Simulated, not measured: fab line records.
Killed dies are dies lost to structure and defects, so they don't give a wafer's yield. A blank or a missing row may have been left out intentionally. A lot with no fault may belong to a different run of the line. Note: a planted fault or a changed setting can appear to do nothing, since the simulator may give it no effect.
8D (eight disciplines) problem report, filled in by code    flow nand_harc    the parts of the form that need people (team, actions taken, sign-off) are left out

## 1. THE PROBLEM
Mean of killed_at_array at NHARC_END_SORT_01: 418 across 4 wafers in 3 lots; on wafers with no fault it is 55 (standard deviation 17). That is +21 standard deviations from the usual mean.
Seen first at day 30 12:01 on prober-01, wafer L695.5. The record has a number at this step for 7 wafers belonging to 3 lots. By rule, "out" or "out of limits" means more than 4 standard deviations away from the usual mean. Any other wafer with a number is counted as sound.

## 2. WHAT THIS IS AND IS NOT
question                     is                              is not
which readings at this step  killed_at_array, killed_dies    killed_at_other, killed_at_periphery, killed_short
which lots                   L695, L696, L699                -
which wafers of those lots   L695.5, L695.6, L696.6, L699.5  L695.1, L696.2, L699.2
read on which gauges         prober-01                       -
when                         from day 30 12:01               up to then (1 sound wafer); but 2 sound wafers of L696, L699 came after

## 3. SUSPECTS, AND WHAT RULES EACH OUT
Counting: any tool at a process step up to the reading remains a suspect provided it ran every lot that is out. Sound lots after the first of them don't rule it out here, since some wafers of a struck lot are sound.
- the gauge at NHARC_END_SORT_01: kept. All the wafers that are out were read on prober-01, and no step on other tools shows them out.
- pecvd-01 at NHARC_A_SGD_CUT_DEP_00 (deposits SiNx, target thk 50 nm): kept. It ran every lot that is out, first L695 (day 25 00:23).
After counting, pecvd-01 at NHARC_A_SGD_CUT_DEP_00 and prober-01 at NHARC_END_SORT_01 remain.

## 4. THE CAUSE (what the simulator had put in)
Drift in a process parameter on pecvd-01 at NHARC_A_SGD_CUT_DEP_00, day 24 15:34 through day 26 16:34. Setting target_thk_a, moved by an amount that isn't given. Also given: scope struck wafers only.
Of the 2 suspects that counting leaves, this tool is one.

## 5. THE EFFECT CHAIN, in route order
One row per reading whose mean, taken over the struck wafers that have a number, lies over 3 standard deviations from the usual. Readings are gone through only where the record gives a usual standard deviation; hours: the median, over the lots, of the time from a lot's start at the first step in this table giving one to that lot's start at this step; sigmas: the change measured in usual standard deviations.
hours  step               reading          usual  on struck wafers  change  sigmas
0      NHARC_END_SORT_01  killed_at_array  55     418               +363    +21
0      NHARC_END_SORT_01  killed_dies      59     422               +362    +21

## 6. WHAT WOULD HAVE CAUGHT IT SOONER
Counted from the fault's start at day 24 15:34, it took 140 hours until the first out-of-limits reading at a measuring or inspecting step in this record, taken at day 30 12:01.
No tool reading at NHARC_A_SGD_CUT_DEP_00 that has a usual standard deviation in the record was out on any struck wafer, so an alarm limit of 4 standard deviations on those readings would not have fired.
Each of the lots that are out, 3 in all, had begun NHARC_A_SGD_CUT_DEP_00 on pecvd-01 no later than day 30 12:01. Tool hold at that time: it would have spared none of them.
